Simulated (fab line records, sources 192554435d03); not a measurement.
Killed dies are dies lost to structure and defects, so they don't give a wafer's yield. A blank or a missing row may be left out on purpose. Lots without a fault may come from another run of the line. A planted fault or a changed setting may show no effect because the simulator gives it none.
A struck lot beside a sound one | flow n5_finfet | 15 steps out of a route of 1938
Sound: wafers L779.2, L779.5, L779.6. Struck: wafer L798.3. (L798.6 of the same lot was not struck and is left out.) The cause comes at the end.
At each step with rows: each side's tool, then ch and its chambers, then its first start. Under that, the readings that differ: sound wafers | struck wafers | difference of the means | sigmas: that difference in standard deviations of wafers without a fault.
alike: readings whose means differ by less than 2 such deviations, and words and numbers that are the same on both sides. not compared: withheld readings, readings that some wafer has no value for, bounds like >300 that may hide the same value, and numbers for which the record gives no deviation and whose values overlap.
The two part at a step that has a row with sigmas, a row that says differs or no value, or rows on one side only. Numbers that don't overlap but have no deviation are shown without sigmas and don't part them. A reading that every wafer of one side lacks parts them only if that side has two wafers or more.

first, 8 steps without rows for these wafers: N5_MOL_CONTACT_COAG_COAT_76 (time 60 s, resist thk 10 nm); N5_MOL_CONTACT_COAG_COAT_77 (time 60 s, resist thk 10 nm); N5_MOL_CONTACT_COAG_COAT_78 (resist thk 40 nm); N5_MOL_CONTACT_COAG_EBR_80; N5_MOL_CONTACT_COAG_SOFTBAKE_79 (time 60 s); N5_MOL_CONTACT_COAG_EXPOSE_81 (exposes mask VG, defocus 0 nm); N5_MOL_CONTACT_COAG_PEB_82 (peb time 60 s); N5_MOL_CONTACT_COAG_DEVELOP_83 (develop time 30 s).
N5_MOL_CONTACT_COAG_CD_MEAS_84: target cd 25.1 nm.
  sound on cd_sem-02 ch 0, day 5 22:14; struck on cd_sem-01 ch 0, day 10 18:38
  reading    | sound             | struck | difference | sigmas
  cd_nm (nm) | 25.20 25.22 24.84 | 25.58  | +0.49      | +2
N5_MOL_CONTACT_COAG_OVL_MEAS_85:
  sound on overlay-01 ch 0, day 5 22:16; struck on overlay-01 ch 0, day 10 18:41
  alike: VG_OVL
N5_MOL_CONTACT_COAG_INSPECT_57: inspects for defects (brightfield).
  sound on defect_inspect-01, day 5 22:19; struck on defect_inspect-02, day 10 18:44
  alike: raw_defect_count
N5_MOL_CONTACT_COAG_DESCUM_88: chemistry O2, time 7 s.
  sound on rie_diel-06 ch 1,2, day 5 23:53; struck on rie_diel-03 ch 3, day 10 18:46
  alike: drypump_motor_current_A, oes_product_au, rf_vpp_V, showerhead_plenum_p_Torr, throttle_valve_pct
  not compared: rf_hours_counter_h
N5_MOL_CONTACT_COAG_ETCH_89: etches underlayer in N2/H2, target depth 13 nm, time 10.4 s.
  sound on rie_diel-06 ch 1,2, day 5 23:55; struck on rie_diel-03 ch 3, day 10 18:47
  reading               | sound             | struck | difference | sigmas
  etch_rf_on_time_s (s) | 10.26 10.40 10.02 | 6.65   | -3.58      | -21
  alike: drypump_motor_current_A, oes_product_au, rf_vpp_V, showerhead_plenum_p_Torr, throttle_valve_pct
  not compared: rf_hours_counter_h
N5_MOL_CONTACT_COAG_ETCH_90: etches SiARC in CF4, target depth 13 nm, time 21.7 s.
  sound on rie_diel-06 ch 1,2, day 5 23:56; struck on rie_diel-03 ch 3, day 10 18:49
  reading            | sound             | struck | difference | sigmas
  mfc_ar_sccm (sccm) | 100.6 100.2 100.1 | 99.5   | -0.8       | -3
  alike: cf4_flow_sccm, drypump_motor_current_A, etch_rf_on_time_s, oes_product_au, rf_vpp_V, showerhead_plenum_p_Torr, throttle_valve_pct
  not compared: rf_hours_counter_h
-- the record jumps here: 3 days lie between the struck wafers' starts before and after (it left off in module MOL_CONTACT_COAG and takes up again in module BEOL_M4, whose first step shown is number 1111 of the route) --
N5_BEOL_M4_RC_MEAS_101:
  sound on prober-01 ch 0, day 9 08:28; struck on prober-02 ch 0, day 14 04:46
  alike: DIBL_N, DIBL_P, IOFF_N, IOFF_P, ION_N, ION_P, SS_N, SS_P, VT_N, VT_P

WHERE THEY PART
First at N5_MOL_CONTACT_COAG_CD_MEAS_84; last, within this record, at N5_MOL_CONTACT_COAG_ETCH_90. Later steps at which nothing parts them and some readings are alike: N5_BEOL_M4_RC_MEAS_101.

WHY: what the simulator had put in
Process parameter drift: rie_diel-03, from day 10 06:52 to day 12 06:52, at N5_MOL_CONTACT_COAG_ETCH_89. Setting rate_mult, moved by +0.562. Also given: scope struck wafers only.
